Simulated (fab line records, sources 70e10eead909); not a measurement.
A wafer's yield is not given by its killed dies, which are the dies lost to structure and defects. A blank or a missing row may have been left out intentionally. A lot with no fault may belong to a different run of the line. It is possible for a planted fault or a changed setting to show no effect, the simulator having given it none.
fab line records ; flow nandHarc
record lots=13; wafers=39; lastDay=24
route steps=1159 shown A_STAIRCASE@707 HYBRID_BOND@1099 THIN_TSV@1103 END@1159
lots that met no fault: taken from a fault-free run of the same line
startH: hours from the record's first day to the start of the lot's first wafer shown ; waitH: hours from the lot's prior step to this one ; " identical to the entry in the row above ; L1.1+2: several wafers, shown together as one row ; - no value, or no start was given ; * or withheld: withheld ; < > ~ a bound
route shown NAME@n: a module of which the file shows steps, and the number in the route of the first ; usual: mean/standard deviation taken from wafers without a fault ; same: alike in all rows ; chamber/n: place in a boat ; sites: readings site by site ; _std_site: standard deviation across them ; _edge_site: the outer-site mean with the inner-site mean subtracted ; radiusMm: how far each site lies from the wafer's centre ; mask NAME#n: copy n ; behind: tool/chamber where the wafer was last shaped ; hold: why the lot went on hold/how many hours it stayed there/how the hold came to an end ; device: transistor that didn't switch, given as n, p or np ; end of line: at the end of the route, the tests of the same wafers ; a step with no rows: only its recipe ; killed: the dies lost at the first sort to structure and to defects; this is not the yield of the wafer ; map: the dies of a wafer, with x for killed, . for not killed, _ for no die there
set.NAME: the setting the step ran with; set.NAME@STEP: the setting that earlier step ran with ; model.NAME: the simulator's own value behind a step, which no gauge read
the route's steps for a sample of lots (tables are steps, rows are wafers)
services: the hour from which a tool's chamber was out of use, counted from the record's first day as startH (under 0 if before that day), plus the number of hours and why
## steps
# step NHARC_A_STAIRCASE_DEP_151
# recipe targetThkA=38000; tempC=400; targetThkNm=3800; teosFlowSccm=200; rfW=500; material=SiO2
# usual heaterPowerW=652/81
lot.wafer;tool;chamber;startH;waitH;heaterPowerW
L632.1;pecvd-01;2;291.63;0.5;625
L632.5;pecvd-01;1;291.63;0.5;518
L632.6;pecvd-01;0;291.63;0.5;631
L635.1;pecvd-02;0;302.05;0.5;822
L635.2;pecvd-02;1;302.05;0.5;657
L635.6;pecvd-02;0;302.05;0.5;699
L636.1;pecvd-02;2;306.45;0.4;724
L636.3;pecvd-02;0;306.45;0.4;751
L636.6;pecvd-02;2;306.45;0.4;627
L634.2;pecvd-01;2;306.55;0.5;605
L634.1;pecvd-01;0;306.55;0.5;742
L634.4;pecvd-01;1;306.55;0.5;508
L633.1;pecvd-03;2;306.79;0.7;647
L633.6;pecvd-03;0;306.79;0.7;677
L633.5;pecvd-03;1;306.79;0.7;511
L637.2;pecvd-01;2;311.09;0.4;718
L637.1;pecvd-01;1;311.09;0.4;590
L637.6;pecvd-01;0;311.09;0.4;634
L638.2;pecvd-01;1;339.79;0.4;537
L638.3;pecvd-01;0;339.79;0.4;759
L638.6;pecvd-01;0;339.79;0.4;630
L640.1;pecvd-01;0;343.88;0.4;650
L640.2;pecvd-01;1;343.88;0.4;633
L640.5;pecvd-01;2;343.88;0.4;582
L639.3;pecvd-02;0;348.77;0.5;801
L639.1;pecvd-02;1;348.77;0.5;767
L639.6;pecvd-02;0;348.77;0.5;652
L642.1;pecvd-02;0;349.44;1.1;808
L642.5;pecvd-02;1;349.44;1.1;659
L642.6;pecvd-02;2;349.44;1.1;622
L651.1;pecvd-02;2;408.65;0.5;776
L651.2;pecvd-02;0;408.65;0.5;711
L651.4;pecvd-02;2;408.65;0.5;644
L653.2;pecvd-01;0;415.60;0.5;764
L653.1;pecvd-01;1;415.60;0.5;542
L653.4;pecvd-01;0;415.60;0.5;626
L652.3;pecvd-02;0;415.70;0.6;799
L652.6;pecvd-02;2;415.70;0.6;644
L652.4;pecvd-02;0;415.70;0.6;668
# step NHARC_HYBRID_BOND_OVL_MEAS_05
# usual overlayXNm=-3/36; overlayYNm=6/31
lot.wafer;tool;chamber;startH;waitH;overlayXNm;overlayYNm
L632.1;overlay-01;-;441.23;0.4;-6;-26
L632.5;overlay-01;-;441.23;0.4;-13;30
L632.6;overlay-01;-;441.23;0.4;-24;55
L635.1;overlay-02;-;441.24;0.4;-22;-24
L635.2;overlay-02;-;441.24;0.4;-45;-9
L635.6;overlay-02;-;441.24;0.4;-14;-58
L633.1;overlay-02;-;449.62;0.4;27;56
L633.5;overlay-02;-;449.62;0.4;66;5
L633.6;overlay-02;-;449.62;0.4;-2;22
L637.1;overlay-01;-;449.62;0.4;-34;-40
L637.2;overlay-01;-;449.62;0.4;-11;21
L637.6;overlay-01;-;449.62;0.4;-13;-34
L636.1;overlay-01;-;457.04;0.4;31;-32
L636.3;overlay-01;-;457.04;0.4;6;47
L636.6;overlay-01;-;457.04;0.4;-35;14
L634.1;overlay-02;-;457.07;0.4;-12;-2
L634.2;overlay-02;-;457.07;0.4;-33;-78
L634.4;overlay-02;-;457.07;0.4;-82;14
L638.2;overlay-01;-;476.15;0.4;-8;58
L638.3;overlay-01;-;476.15;0.4;-11;44
L638.6;overlay-01;-;476.15;0.4;43;27
L640.1;overlay-01;-;480.29;0.4;32;3
L640.2;overlay-01;-;480.29;0.4;-6;3
L640.5;overlay-01;-;480.29;0.4;-10;29
L642.1;overlay-02;-;480.29;0.4;-14;3
L642.5;overlay-02;-;480.29;0.4;10;-21
L642.6;overlay-02;-;480.29;0.4;-90;61
L639.1;overlay-02;-;487.12;0.4;47;10
L639.3;overlay-02;-;487.12;0.4;-67;5
L639.6;overlay-02;-;487.12;0.4;0;-39
L651.1;overlay-02;-;552.53;0.4;-90;-24
L651.2;overlay-02;-;552.53;0.4;54;46
L651.4;overlay-02;-;552.53;0.4;-69;34
L652.3;overlay-01;-;557.83;0.4;-32;-23
L652.4;overlay-01;-;557.83;0.4;10;-2
L652.6;overlay-01;-;557.83;0.4;42;18
L653.1;overlay-01;-;565.84;0.4;-38;11
L653.2;overlay-01;-;565.84;0.4;51;64
L653.4;overlay-01;-;565.84;0.4;48;34
# step NHARC_THIN_TSV_THK_MEAS_02
# recipe thkMeasGauge=ir
# usual thkNm=3001/230
lot.wafer;tool;chamber;startH;waitH;thkNm
L632.1;filmMetro-02;-;448.96;-;3056
L632.5;filmMetro-02;-;448.96;-;3052
L632.6;filmMetro-02;-;448.96;-;3020
L635.1;filmMetro-02;-;450.15;0.2;2965
L635.2;filmMetro-02;-;450.15;0.2;3351
L635.6;filmMetro-02;-;450.15;0.2;3241
L633.1;filmMetro-02;-;451.35;-;2700
L633.5;filmMetro-02;-;451.35;-;2708
L633.6;filmMetro-02;-;451.35;-;2885
L637.1;filmMetro-02;-;452.57;-;3415
L637.2;filmMetro-02;-;452.57;-;2838
L637.6;filmMetro-02;-;452.57;-;2887
L636.1;filmMetro-02;-;458.72;-;2511
L636.3;filmMetro-02;-;458.72;-;2767
L636.6;filmMetro-02;-;458.72;-;3124
L634.1;filmMetro-01;-;459.93;-;3052
L634.2;filmMetro-01;-;459.93;-;2857
L634.4;filmMetro-01;-;459.93;-;3017
L638.2;filmMetro-02;-;477.85;-;3276
L638.3;filmMetro-02;-;477.85;-;2928
L638.6;filmMetro-02;-;477.85;-;3162
L640.1;filmMetro-01;-;481.98;-;2850
L640.2;filmMetro-01;-;481.98;-;3089
L640.5;filmMetro-01;-;481.98;-;2658
L642.1;filmMetro-02;-;483.19;-;3282
L642.5;filmMetro-02;-;483.19;-;3268
L642.6;filmMetro-02;-;483.19;-;3259
L639.1;filmMetro-01;-;488.80;-;2649
L639.3;filmMetro-01;-;488.80;-;3198
L639.6;filmMetro-01;-;488.80;-;3211
L651.1;filmMetro-01;-;554.21;-;3138
L651.2;filmMetro-01;-;554.21;-;3083
L651.4;filmMetro-01;-;554.21;-;3343
L652.3;filmMetro-01;-;559.50;-;3162
L652.4;filmMetro-01;-;559.50;-;2864
L652.6;filmMetro-01;-;559.50;-;2703
L653.1;filmMetro-02;-;567.56;-;3167
L653.2;filmMetro-02;-;567.56;-;2982
L653.4;filmMetro-02;-;567.56;-;2784
# step NHARC_THIN_TSV_DEP_47
# recipe targetThkA=2000; tempC=withheld; pressureTorr=6.5; rfW=900; teosFlowSccm=161.4; flowSccm=2650; targetThkNm=200; gas=O2; material=SiO2
# usual chamberPressureTorr=6.499/0.015; throttleValvePct=16.1/0.51
lot.wafer;tool;chamber;startH;waitH;chamberPressureTorr;throttleValvePct
L632.1;pecvd-03;2;451.86;-;6.480;15.6
L632.5;pecvd-03;0;451.86;-;6.492;16.0
L632.6;pecvd-03;1;451.86;-;6.518;17.3
L635.1;pecvd-01;1;453.06;-;6.482;15.6
L635.2;pecvd-01;2;453.06;-;6.478;15.1
L635.6;pecvd-01;0;453.06;-;6.491;16.6
L633.1;pecvd-04;1;454.36;-;6.505;16.1
L633.5;pecvd-04;2;454.36;-;6.482;15.8
L633.6;pecvd-04;0;454.36;-;6.502;16.1
L637.2;pecvd-03;1;455.34;-;6.480;17.4
L637.1;pecvd-03;0;455.34;-;6.500;15.9
L637.6;pecvd-03;1;455.34;-;6.481;17.3
L636.1;pecvd-01;2;462.82;-;6.517;15.3
L636.3;pecvd-01;0;462.82;-;6.479;16.6
L636.6;pecvd-01;2;462.82;-;6.520;15.4
L634.2;pecvd-04;1;463.15;-;6.504;16.1
L634.1;pecvd-04;2;463.15;-;6.488;15.9
L634.4;pecvd-04;1;463.15;-;6.481;16.1
L638.2;pecvd-01;2;480.64;-;6.501;15.3
L638.3;pecvd-01;1;480.64;-;6.517;15.6
L638.6;pecvd-01;1;480.64;-;6.490;15.6
L640.1;pecvd-04;0;484.99;-;6.494;16.0
L640.2;pecvd-04;1;484.99;-;6.533;16.2
L640.5;pecvd-04;0;484.99;-;6.493;16.2
L642.1;pecvd-04;1;485.95;-;6.495;16.6
L642.5;pecvd-04;2;485.95;-;6.501;15.9
L642.6;pecvd-04;0;485.95;-;6.517;16.1
L639.3;pecvd-03;0;491.73;-;6.512;15.8
L639.1;pecvd-03;1;491.73;-;6.477;17.1
L639.6;pecvd-03;1;491.73;-;6.502;17.0
L651.1;pecvd-01;0;557.42;-;6.485;17.2
L651.2;pecvd-01;1;557.42;-;6.503;15.9
L651.4;pecvd-01;0;557.42;-;6.487;16.8
L652.4;pecvd-03;0;562.70;-;6.475;15.8
L652.3;pecvd-03;2;562.70;-;6.497;15.8
L652.6;pecvd-03;2;562.70;-;6.500;15.8
L653.2;pecvd-04;0;571.07;-;6.487;15.7
L653.1;pecvd-04;1;571.07;-;6.488;16.5
L653.4;pecvd-04;0;571.07;-;6.492;15.8
# step NHARC_END_SORT_01
# recipe tempC=25
# usual killedAtArray=29/10; killedAtOther=0.7/1.1; killedAtPeriphery=3.2/2.2; killedDies=33/11; killedOpen=3.5/1.8; killedShort=2.0/1.4
# same grossDies=677
lot.wafer;tool;chamber;startH;waitH;killedAtArray;killedAtOther;killedAtPeriphery;killedDies;killedOpen;killedShort
L640.1;prober-01;0;505.93;2.5;45;1;0;46;3;1
L640.2;prober-01;0;506.72;2.8;74;2;0;76;2;2
L640.5;prober-01;0;509.11;3.7;85;1;1;87;2;3
# killed by level:class
L640.1 A_STAIRCASE:unspecified=19 A_CHANNEL_HOLE_D1:chamberFilmFlake=12 A_STAIRCASE:chamberFilmFlake=4 A_CONTACT:chamberFilmFlake=4 A_M0:geometricParticle:open=2 A_SLIT:chamberFilmFlake=2 A_CONTACT:geometricParticle:short=1 A_CONTACT:geometricParticle:open=1
L640.2 A_STAIRCASE:unspecified=51 A_CHANNEL_HOLE_D1:chamberFilmFlake=9 A_STAIRCASE:chamberFilmFlake=5 A_SLIT:chamberFilmFlake=3 A_CONTACT:chamberFilmFlake=2 THIN_TSV:chamberFilmFlake=2 A_ONON_D1:geometricParticle:short=1 A_CHANNEL_FILL_D1:geometricParticle:open=1
L640.5 A_STAIRCASE:unspecified=63 A_CHANNEL_HOLE_D1:chamberFilmFlake=7 A_SLIT:chamberFilmFlake=5 A_STAIRCASE:chamberFilmFlake=3 A_CONTACT:geometricParticle:open=2 A_CONTACT:chamberFilmFlake=2 A_ONON_D1:geometricParticle:short=1 A_CHANNEL_FILL_D1:geometricParticle:short=1
## services
tool;chamber;startH;hours;kind
pecvd-02;0;277.81;12.3;repair
pecvd-03;-;292.09;13.0;pm
pecvd-03;-;322.14;0.4;repair
pecvd-02;-;334.20;13.0;pm
pecvd-02;0;334.20;13.0;ventCycle
pecvd-02;1;334.20;13.0;ventCycle
pecvd-02;2;334.20;13.0;ventCycle
pecvd-02;0;347.20;-;clean
pecvd-03;0;360.14;23.0;repair
pecvd-04;-;376.15;13.0;pm
pecvd-01;-;418.40;13.0;pm
pecvd-01;0;418.40;13.0;ventCycle
pecvd-01;1;418.40;13.0;ventCycle
pecvd-01;2;418.40;13.0;ventCycle
pecvd-01;0;431.40;-;clean
pecvd-01;1;431.40;-;clean
pecvd-01;2;431.40;-;clean
pecvd-03;-;473.23;13.0;pm
pecvd-02;0;486.94;3.9;repair
pecvd-02;-;515.20;13.0;pm
pecvd-03;1;546.09;33.8;repair
pecvd-04;1;550.48;6.4;repair
pecvd-02;-;556.83;1.8;repair
pecvd-04;-;557.38;13.0;pm
## key
firstSign step=NHARC_END_SORT_01; reading=killedAtArray; direction=up; sigmas=3.8; usual=29; struck=68; wafersMoved=2
effect step=NHARC_END_SORT_01; reading=killedDies; direction=up; sigmas=3.5; usual=33; struck=70; wafersMoved=2
moreKillsBornAt NHARC_A_STAIRCASE_DEP_151@pecvd-01=133
metAt NHARC_A_STAIRCASE_DEP_151
struckLots L640
testerLeftOut L640
notActingAt NHARC_HYBRID_BOND_OVL_MEAS_05,NHARC_THIN_TSV_THK_MEAS_02,NHARC_THIN_TSV_DEP_47
onsetBetween 339.79 343.88
fault kind=chamberParticleSource; tool=pecvd-01; chamber=-; onsetH=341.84; steps=NHARC_A_STAIRCASE_DEP_151; ratePerVisitCm2=0.37732; endH=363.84
# testerLeftOut: of these lots the tester's yield and bins aren't shown, on N5 and GAA mostly nor the transistor test; their killed dies are dies lost to structure and defects alone, not to doping, threshold or leakage, so they don't give the yield
